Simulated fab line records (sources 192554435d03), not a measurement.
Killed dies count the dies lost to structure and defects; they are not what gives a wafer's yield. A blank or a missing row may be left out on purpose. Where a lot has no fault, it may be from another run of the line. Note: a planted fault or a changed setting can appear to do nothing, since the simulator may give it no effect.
Which tool was responsible? -- flow n5Finfet -- 24 wafers from 8 lots sampled at 6 of the route's 1938 steps

== WHAT THE GAUGES READ, wafer by wafer ==
N5_STI_FIN_REVEAL_CD_MEAS_22: target cd 6.238 nm, pitch 28 nm. Usual: cdNm reads 6.3 nm (standard deviation 0.3).
lot,measured,on,cdNm (nm),flag
L886,day 2 20:07,cdSem-02,6.4 6.1 6.6,
L895,day 5 01:01,cdSem-02,6.2 6.1 6.5,
L897,day 5 13:45,cdSem-01,6.2 6.5 6.6,
L899,day 6 00:53,cdSem-03,8.0 7.9 8.6,OFF
L900,day 6 07:04,cdSem-03,7.7 7.6 7.9,OFF
L901,day 6 12:04,cdSem-01,6.7 6.8 6.6,
L902,day 6 20:29,cdSem-03,5.9 6.1 6.3,
L906,day 7 19:52,cdSem-02,6.3 6.3 6.6,

N5_STI_FIN_REVEAL_INSPECT_13: inspects for defects (darkfield). Usual: rawDefectCount reads 13 (standard deviation 6.4).
lot,measured,on,rawDefectCount,flag
L886,day 2 20:14,defectInspect-02,21 5 9,
L895,day 5 01:08,defectInspect-01,5 10 17,
L897,day 5 13:52,defectInspect-02,15 17 19,
L899,day 6 00:59,defectInspect-01,24 18 18,
L900,day 6 07:11,defectInspect-01,9 5 17,
L901,day 6 12:11,defectInspect-02,11 24 11,
L902,day 6 20:37,defectInspect-01,10 9 23,
L906,day 7 19:59,defectInspect-02,14 2 10,

N5_BEOL_M4_RC_MEAS_101. Usual: DIBL_N 37.0 mV/V, standard deviation 2.3; DIBL_P 37.3 mV/V, standard deviation 2.8; IOFF_N 0.17 nA/um, standard deviation 0.046; IOFF_N_85C 3.3 nA/um, standard deviation 0.74; IOFF_N_LIN 0.078 nA/um, standard deviation 0.017; IOFF_N_LONG 5.49e-05 nA/um, standard deviation 2.5e-06; IOFF_P 0.23 nA/um, standard deviation 0.054; IOFF_P_85C 3.8 nA/um, standard deviation 0.76; IOFF_P_LIN 0.102 nA/um, standard deviation 0.018; IOFF_P_LONG 9.9e-05 nA/um, standard deviation 9.7e-06; ION_N 675 uA/um, standard deviation 14; ION_P 460 uA/um, standard deviation 9.3; REXT_N 74.9 ohm.um, standard deviation 1.9; REXT_P 99.4 ohm.um, standard deviation 2.7; SS_N 71.7 mV/dec, standard deviation 0.73; SS_P 73.6 mV/dec, standard deviation 0.95; VT_N 249 mV, standard deviation 3.9; VT_N_LONG 274.9 mV, standard deviation 2.1; VT_N_LVT 98 mV, standard deviation 3.9; VT_P -250 mV, standard deviation 3.9; VT_P_LONG -277 mV, standard deviation 3.7; VT_P_LVT -99 mV, standard deviation 3.7.
lot,measured,on,DIBL_N (mV/V),DIBL_P (mV/V),IOFF_N (nA/um),IOFF_N_85C (nA/um),IOFF_N_LIN (nA/um),IOFF_N_LONG (nA/um),IOFF_P (nA/um),IOFF_P_85C (nA/um),IOFF_P_LIN (nA/um),IOFF_P_LONG (nA/um),ION_N (uA/um),ION_P (uA/um),REXT_N (ohm.um),REXT_P (ohm.um),SS_N (mV/dec),SS_P (mV/dec),VT_N (mV),VT_N_LONG (mV),VT_N_LVT (mV),VT_P (mV),VT_P_LONG (mV),VT_P_LVT (mV),flag
L886,day 8 02:19,prober-02,37.4 36.8 39.6,37.6 37.4 40.9,0.19 0.17 0.25,3.5 3.3 4.4,0.083 0.079 0.101,5.55e-05 5.41e-05 5.5e-05,0.22 0.22 0.29,3.8 3.7 4.8,0.101 0.100 0.121,9.1e-05 9.2e-05 9e-05,677 667 688,457 453 457,75.7 77.8 77.2,99.4 102.0 101.2,72.1 71.1 72.2,73.7 75.0 76.1,250 249 245,273.6 275.6 275.9,96 98 93,-249 -251 -248,-277 -279 -278,-100 -100 -96,
L895,day 10 09:41,prober-01,34.9 34.1 34.6,32.9 32.0 33.9,0.14 0.11 0.12,2.8 2.4 2.6,0.067 0.055 0.061,5.72e-05 5.69e-05 5.6e-05,0.19 0.18 0.20,3.5 3.3 3.5,0.098 0.090 0.098,0.000111 0.000107 0.000105,681 654 669,474 455 466,72.2 73.6 72.3,101.0 102.2 100.2,71.4 71.5 71.9,73.1 72.2 72.5,250 257 254,273.2 275.4 276.2,100 105 103,-248 -250 -250,-274 -272 -274,-98 -100 -98,
L897,day 11 08:12,prober-02,32.2 39.6 37.6,32.4 41.7 38.2,0.11 0.26 0.19,2.2 4.6 3.6,0.055 0.111 0.086,5.47e-05 5.6e-05 5.59e-05,0.18 0.34 0.26,3.2 5.5 4.5,0.093 0.146 0.122,0.000113 0.000112 0.000115,655 701 678,460 478 465,78.5 75.8 76.4,98.0 96.7 98.1,70.1 71.5 72.0,72.2 75.0 73.4,256 240 247,275.7 272.4 272.4,106 94 98,-253 -244 -245,-274 -275 -274,-103 -94 -97,
L899,day 12 16:50,prober-01,45.0 51.3 49.3,47.0 55.7 53.2,0.48 1.00 0.85,7.8 14.4 12.7,0.230 0.393 0.363,8.73e-05 8.79e-05 8.38e-05,0.53 1.03 0.86,7.8 13.7 11.8,0.273 0.412 0.381,0.000145 0.000141 0.000139,742 749 741,499 501 495,65.6 66.6 66.0,88.6 88.4 88.0,73.1 75.5 75.4,76.1 78.4 78.0,230 224 222,259.0 257.1 257.0,80 70 71,-237 -231 -233,-263 -264 -264,-85 -78 -79,OFF
L900,day 12 11:37,prober-01,47.7 50.9 47.5,52.9 56.1 51.6,0.76 0.91 0.75,11.9 13.7 11.9,0.357 0.400 0.353,9.51e-05 9.08e-05 9.51e-05,0.74 0.89 0.63,10.2 12.1 9.1,0.338 0.375 0.302,0.000135 0.000141 0.000131,766 767 761,503 510 500,65.7 65.8 65.3,89.8 90.2 92.1,73.8 74.8 73.3,76.6 78.0 76.9,223 223 223,254.1 257.5 256.1,71 72 71,-234 -233 -236,-266 -266 -266,-80 -79 -84,OFF
L901,day 12 21:28,prober-01,39.3 41.2 36.0,41.4 44.0 36.5,0.23 0.28 0.16,4.1 4.9 3.0,0.096 0.114 0.070,5.2e-05 5.03e-05 5.27e-05,0.26 0.32 0.19,4.4 5.2 3.3,0.114 0.132 0.091,9.5e-05 9.2e-05 9.3e-05,687 704 681,465 470 456,76.1 77.2 75.4,101.0 100.3 100.1,72.8 73.7 71.7,74.4 75.4 73.3,246 241 248,278.6 278.1 275.9,95 91 98,-248 -245 -253,-281 -278 -279,-99 -96 -101,
L902,day 12 22:21,prober-02,33.5 36.2 37.3,30.7 35.0 35.0,0.10 0.14 0.16,2.1 2.8 3.0,0.049 0.066 0.068,5.36e-05 5.37e-05 5.51e-05,0.13 0.18 0.18,2.4 3.1 3.1,0.068 0.085 0.085,9.5e-05 9.8e-05 9.5e-05,640 664 666,440 452 448,73.3 73.7 73.1,97.2 96.2 96.5,71.0 71.2 72.1,72.3 73.1 73.3,257 250 250,275.0 274.5 275.2,105 101 99,-258 -254 -253,-278 -277 -282,-107 -102 -102,
L906,day 13 20:28,prober-01,37.8 38.4 40.4,36.6 36.6 38.7,0.16 0.16 0.22,3.2 3.3 4.2,0.073 0.069 0.088,5.27e-05 5.27e-05 5.29e-05,0.20 0.21 0.24,3.4 3.4 4.0,0.090 0.090 0.100,9e-05 8.3e-05 8.5e-05,677 656 668,459 444 451,73.2 73.1 73.9,99.8 100.8 102.2,71.3 71.8 72.2,73.3 72.9 73.2,250 253 247,276.2 277.8 276.4,96 98 94,-256 -252 -253,-284 -279 -281,-99 -100 -98,

== TOOL THAT RAN EACH LOT (tool first, then ch and the chambers of the sampled wafers, then the start) ==
lot,N5_FIN_CUT_DESCUM_13,N5_FIN_CUT_STRIP_24,N5_STI_FIN_REVEAL_ETCH_34
L886,"rieDiel-06 ch 0,1,2, day 2 09:52","rieDiel-06 ch 0,1,2, day 2 10:17","rieSi-05 ch 0,1, day 2 19:29"
L895,"rieDiel-02 ch 1,2,3, day 4 15:16","rieDiel-02 ch 1,2,3, day 4 15:41","rieSi-03 ch 1,2,3, day 5 00:25"
L897,"rieDiel-04 ch 1,3, day 5 04:02","rieDiel-04 ch 1,3, day 5 04:26","rieSi-03 ch 1,2,3, day 5 13:10"
L899,"rieDiel-04 ch 1,3, day 5 15:22","rieDiel-04 ch 1,3, day 5 15:47","rieSi-03 ch 0,2,3, day 6 00:18"
L900,"rieDiel-06 ch 1,2,3, day 5 21:28","rieDiel-06 ch 1,2,3, day 5 21:53","rieSi-03 ch 1,2,3, day 6 06:28"
L901,"rieDiel-04 ch 0,1, day 6 02:29","rieDiel-04 ch 0,1, day 6 02:53","rieSi-03 ch 0,2,3, day 6 11:29"
L902,"rieDiel-04 ch 0,3, day 6 08:24","rieDiel-04 ch 0,3, day 6 08:49","rieSi-04 ch 1,2, day 6 19:53"
L906,"rieDiel-02 ch 1,2, day 7 10:16","rieDiel-02 ch 1,2, day 7 10:41","rieSi-04 ch 0,1,3, day 7 19:14"
- N5_FIN_CUT_DESCUM_13: chemistry O2, time 7 s.
- N5_FIN_CUT_STRIP_24: strips in CF4.
- N5_STI_FIN_REVEAL_ETCH_34: etches Si in H2, material Si, target depth 0.97 nm.

== WHAT THE TOOLS THEMSELVES READ (means of the sampled wafers that have a number; where no wafer has one, the mark that the record gives instead) ==
N5_FIN_CUT_DESCUM_13. Usual: chamberPressureMTorr 20.001 mTorr, standard deviation 0.017; drypumpMotorCurrentA 5.7 A, standard deviation 0.52; oesProductAu 0.77 a.u., standard deviation 0.072; rfVppV 243.3 V, standard deviation 1.5; showerheadPlenumPTorr 2.10 Torr, standard deviation 0.073; throttleValvePct 20.31 %, standard deviation 0.29.
lot,tool,chamberPressureMTorr (mTorr),drypumpMotorCurrentA (A),oesProductAu (a.u.),rfVppV (V),showerheadPlenumPTorr (Torr),throttleValvePct (%),flag
L886,rieDiel-06,19.996,5.8,0.78,243.0,2.12,20.38,
L895,rieDiel-02,19.997,5.9,0.74,242.7,2.08,20.28,
L897,rieDiel-04,20.013,6.1,0.72,244.2,2.10,20.09,
L899,rieDiel-04,19.994,6.1,0.72,243.1,2.10,20.11,
L900,rieDiel-06,19.995,5.5,0.84,243.5,2.05,20.18,
L901,rieDiel-04,19.981,5.6,0.75,244.9,2.16,20.18,
L902,rieDiel-04,20.024,5.5,0.75,242.5,2.11,20.34,
L906,rieDiel-02,20.002,5.5,0.72,242.9,2.11,20.31,

N5_FIN_CUT_STRIP_24. Usual: chamberPressureMTorr 50.00 mTorr, standard deviation 0.047; drypumpMotorCurrentA 5.7 A, standard deviation 0.52; oesProductAu 0.76 a.u., standard deviation 0.064; rfVppV 271.3 V, standard deviation 1.4; showerheadPlenumPTorr 1.80 Torr, standard deviation 0.064; throttleValvePct 13.56 %, standard deviation 0.23.
lot,tool,chamberPressureMTorr (mTorr),drypumpMotorCurrentA (A),oesProductAu (a.u.),rfVppV (V),showerheadPlenumPTorr (Torr),throttleValvePct (%),flag
L886,rieDiel-06,49.99,5.8,0.78,271.7,1.81,13.60,
L895,rieDiel-02,49.97,6.0,0.73,271.0,1.79,13.54,
L897,rieDiel-04,49.97,6.1,0.73,271.8,1.83,13.58,
L899,rieDiel-04,50.00,6.1,0.72,271.5,1.83,13.59,
L900,rieDiel-06,50.03,5.6,0.83,270.1,1.76,13.38,
L901,rieDiel-04,49.97,5.6,0.75,272.7,1.86,13.53,
L902,rieDiel-04,50.00,5.5,0.74,271.6,1.81,13.65,
L906,rieDiel-02,49.94,5.5,0.71,271.6,1.82,13.59,

N5_STI_FIN_REVEAL_ETCH_34. Usual: chamberPressureMTorr 4.500 mTorr, standard deviation 0.0044; drypumpMotorCurrentA 5.6 A, standard deviation 0.57; oesProductAu 1.002 a.u., standard deviation 0.016; throttleValvePct 26.0 %, standard deviation 0.47.
lot,tool,chamberPressureMTorr (mTorr),drypumpMotorCurrentA (A),oesProductAu (a.u.),throttleValvePct (%),flag
L886,rieSi-05,4.498,5.1,0.984,26.1,
L895,rieSi-03,4.501,5.7,0.986,26.2,
L897,rieSi-03,4.500,5.7,0.988,26.2,
L899,rieSi-03,-,-,-,-,OFF
L900,rieSi-03,-,-,-,-,OFF
L901,rieSi-03,4.500,5.6,0.999,26.1,
L902,rieSi-04,4.500,5.4,1.014,26.1,
L906,rieSi-04,4.501,5.6,1.011,25.4,

== THE ANSWER, worked out from the rows above alone ==
Rule: a lot counts as off when the mean over its wafers that have a number is more than 3 standard deviations away from the usual mean. A lot without any number at a reading at which 4 lots or more have one is off too. Any other lot the step has rows for is counted as sound. After the gauges, taken in route order, come the tools' own readings; for these a lot's mean is taken, as printed above. The first step at which some lot is off is used, and at that step the reading that is off furthest; a lot without a number counts as furthest.
Off at N5_STI_FIN_REVEAL_CD_MEAS_22 (cdNm): L899, L900.
If a tool, at a process step before that reading, ran all the lots that are off and no sound lot after the first of them, it fits. The gauges at N5_STI_FIN_REVEAL_CD_MEAS_22 aren't tried: what is off there is off at N5_BEOL_M4_RC_MEAS_101 too, on other tools, and a gauge's error can't cause that. No candidate that was tried fits.

== WHAT THE SIMULATOR HAD INSERTED ==
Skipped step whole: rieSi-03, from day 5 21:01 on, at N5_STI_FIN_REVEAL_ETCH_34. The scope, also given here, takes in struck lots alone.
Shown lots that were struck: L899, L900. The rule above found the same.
